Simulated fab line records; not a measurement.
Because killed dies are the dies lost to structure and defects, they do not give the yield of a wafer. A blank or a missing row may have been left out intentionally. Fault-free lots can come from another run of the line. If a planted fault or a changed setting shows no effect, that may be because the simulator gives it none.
A struck lot beside a sound one -- flow nand harc -- 14 steps out of a route of 1302
Sound: the wafers L553.3, L553.4, L553.6. Wafers L560.2, L560.3, L560.6 were the ones struck. Last of all comes the cause.
At each step with rows: each side's tool, then ch and its chambers, then its first start. Under that, the readings that differ: sound wafers -- struck wafers -- difference of the means -- sigmas: that difference in standard deviations of wafers without a fault.
alike: a reading whose means differ by less than 2 such deviations, as well as words and numbers matching on both sides. not compared: withheld readings; readings where some wafer has no value; bounds like >300 that might hide an equal value; numbers whose values overlap and for which the record gives no deviation.
A row with sigmas, a row that says differs or no value, or rows on one side alone: a step with any of these is where the two part. Non-overlapping numbers with no deviation appear without sigmas and do not part them. Lack of a reading on every wafer of one side parts them only where that side has two or more wafers.

NHARC_P_STI_ETCH_42: etches the open film in N2/H2, target depth 80 nm, overetch 24 nm, time 61 s.
  sound on rie diel-10 ch 1,3, day 7 02:12; struck on rie diel-09 ch 0,1, day 9 22:29
  alike: drypump motor current A, oes product au, rf fwd power W, rf vpp V, showerhead plenum p Torr, throttle valve pct
  not compared: rf hours counter h
NHARC_P_STI_ETCH_31: etches the open film in CF4/CHF3, target depth 108.9 nm, time 54.5 s.
  sound: rie diel-10 ch 0,2; struck: rie diel-09 ch 0,2
  alike: cf4 flow sccm, drypump motor current A, oes product au, rf fwd power W, rf vpp V, showerhead plenum p Torr, throttle valve pct
  not compared: rf hours counter h
NHARC_P_STI_ETCH_15: etches the open film in HBr/Cl2, target depth 300 nm, time 100.1 s.
  sound on rie si-01 ch 2,3, day 7 02:23; struck on rie si-06 ch 0,1,3, day 9 22:41
  alike: drypump motor current A, mfc cl2 sccm, oes product au, rf fwd power W, throttle valve pct
  not compared: rf hours counter h
NHARC_P_STI_CD_MEAS_16:
  sound on cd sem-02 at day 7 02:33; struck on cd sem-02 at day 9 22:50
  alike: cd nm
NHARC_P_STI_OCD_MEAS_17:
  sound on ocd-01 at day 7 02:38; struck on ocd-01 at day 9 22:55
  alike: trench depth nm, trench foot cd nm
then, 3 steps without rows for these wafers: NHARC_P_STI_STRIP_19 (strips in SPM, time 900 s); NHARC_P_STI_PRECLEAN_32 (cleans in SC1); NHARC_P_STI_SRD_23.
NHARC_P_STI_OCD_MEAS_43:
  sound on ocd-01 at day 7 03:08; struck on ocd-01 at day 9 23:26
  alike: trench depth nm, trench foot cd nm
then, 3 steps without rows for these wafers: NHARC_P_STI_OXIDE_33 (material SiO2, target thk 10 nm, ox time 281 s); NHARC_P_STI_HDPCVD_20 (deposits SiO2); NHARC_P_STI_ANNEAL_34 (time 1800 s).
NHARC_P_STI_CMP_21: polishes, t overpolish 20 s, target thk 380.67 nm.
  sound on cmp-03 ch 0,3, day 7 20:11; struck on cmp-03 ch 0,1,2, day 11 01:09
  no value came back on the struck wafers for edge zone pressure frac, motor current A (A), overpolish run s (s), retaining ring pressure frac; on the sound wafers edge zone pressure frac reads 1.004 0.990 0.999
-- jump in the record: it breaks off in module P_STI and resumes in module END (first step shown: number 1302 of the route), and 22 days separate the struck wafers' starts before and after --
NHARC_END_SORT_01:
  here the record holds rows for the struck wafers (prober-01 ch 0, day 32 13:58) but none for the sound ones

WHERE THEY PART
Earliest at NHARC_P_STI_CMP_21; latest, in this record, at NHARC_END_SORT_01.

WHY: whatever the simulator had introduced
Beginning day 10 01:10, the whole step at NHARC_P_STI_CMP_21 was skipped on cmp-03. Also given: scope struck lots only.
